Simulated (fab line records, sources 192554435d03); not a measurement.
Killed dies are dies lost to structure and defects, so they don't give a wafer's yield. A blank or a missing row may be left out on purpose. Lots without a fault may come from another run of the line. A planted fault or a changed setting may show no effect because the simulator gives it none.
A struck lot beside a sound one | flow n5_finfet | 15 steps out of a route of 1938
Sound: wafers L780.1, L780.4, L780.5. Struck: wafer L784.2. (L784.1 of the same lot was not struck and is left out.) The cause comes at the end.
At each step with rows: each side's tool, then ch and its chambers, then its first start. Under that, the readings that differ: sound wafers | struck wafers | difference of the means | sigmas: that difference in standard deviations of wafers without a fault.
alike: readings whose means differ by less than 2 such deviations, and words and numbers that are the same on both sides. not compared: withheld readings, readings that some wafer has no value for, bounds like >300 that may hide the same value, and numbers for which the record gives no deviation and whose values overlap.
The two part at a step that has a row with sigmas, a row that says differs or no value, or rows on one side only. Numbers that don't overlap but have no deviation are shown without sigmas and don't part them. A reading that every wafer of one side lacks parts them only if that side has two wafers or more.

first, 8 steps without rows for these wafers: N5_PASSIVATION_HMDS_37 (time 60 s); N5_PASSIVATION_COAT_38; N5_PASSIVATION_EBR_40; N5_PASSIVATION_SOFTBAKE_39 (time 120 s); N5_PASSIVATION_EXPOSE_41 (exposes mask PASS OPEN, defocus 0 nm, target cd 40000 nm); N5_PASSIVATION_PEB_42; N5_PASSIVATION_DEVELOP_43 (develop time 60 s); N5_PASSIVATION_HARDBAKE_45 (time 120 s).
N5_PASSIVATION_CD_MEAS_44: target cd 40000 nm.
  sound on cd_sem-03 ch 0, day 16 07:08; struck on cd_sem-03 ch 0, day 17 19:37
  alike: cd_nm
N5_PASSIVATION_OVL_MEAS_66:
  sound on overlay-01 ch 0, day 16 07:10; struck on overlay-01 ch 0, day 17 19:38
  alike: PASS_OPEN_OVL
N5_PASSIVATION_INSPECT_67: inspects for defects (macro).
  sound on defect_inspect-02, day 16 07:11; struck on defect_inspect-02, day 17 19:40
  alike: raw_defect_count
N5_PASSIVATION_DESCUM_46: chemistry O2, time 7.9 s.
  sound on rie_diel-04 ch 0,1, day 16 07:14; struck on rie_diel-01 ch 2, day 17 19:42
  alike: drypump_motor_current_A, o2_flow_sccm, oes_product_au, rf_vpp_V, showerhead_plenum_p_Torr, throttle_valve_pct
  not compared: rf_hours_counter_h
N5_PASSIVATION_PASS_ETCH_47: etches SiNx in CF4/O2, target depth 770 nm, time 385 s.
  sound on rie_diel-04 ch 0,1, day 16 07:16; struck on rie_diel-01 ch 2, day 17 19:44
  reading                  | sound             | struck | difference | sigmas
  rf_vpp_V (V)             | 236 236 242       | 247    | +9         | +2
  run_length_s (s)         | 408.3 408.4 408.3 | 385.5  | -22.8      | -60
  model.etch.depth_nm (nm) | 762.2 758.4 781.4 | 700.9  | -66.4      |
  alike: drypump_motor_current_A, oes_product_au, showerhead_plenum_p_Torr, throttle_valve_pct
  not compared: rf_hours_counter_h
N5_PASSIVATION_ETCH_54: etches SiO2 in CHF3/O2, target depth 880 nm, time 440 s.
  sound on rie_diel-04 ch 0,1, day 16 07:29; struck on rie_diel-01 ch 2, day 17 19:58
  alike: drypump_motor_current_A, oes_product_au, rf_vpp_V, showerhead_plenum_p_Torr, throttle_valve_pct
  not compared: rf_hours_counter_h
N5_PASSIVATION_PROBE_49:
  sound on prober-02, day 16 10:45; struck on prober-01, day 17 22:58
  alike: defect_limited_yield, killed_at_M0_to_M3, killed_at_M4_up, killed_at_contacts, killed_at_front_end, killed_at_other, killed_dies, killed_open, killed_short, sort_bin_5_function, sort_bin_6_memory, sort_n_pass, sort_yield_pct

WHERE THEY PART
Only at N5_PASSIVATION_PASS_ETCH_47, within this record. Later steps at which nothing parts them and some readings are alike: N5_PASSIVATION_ETCH_54, N5_PASSIVATION_PROBE_49.

WHY: what the simulator had put in
Process parameter drift: rie_diel-01, from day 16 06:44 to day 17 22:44, at N5_PASSIVATION_PASS_ETCH_47. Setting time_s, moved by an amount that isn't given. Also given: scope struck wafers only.
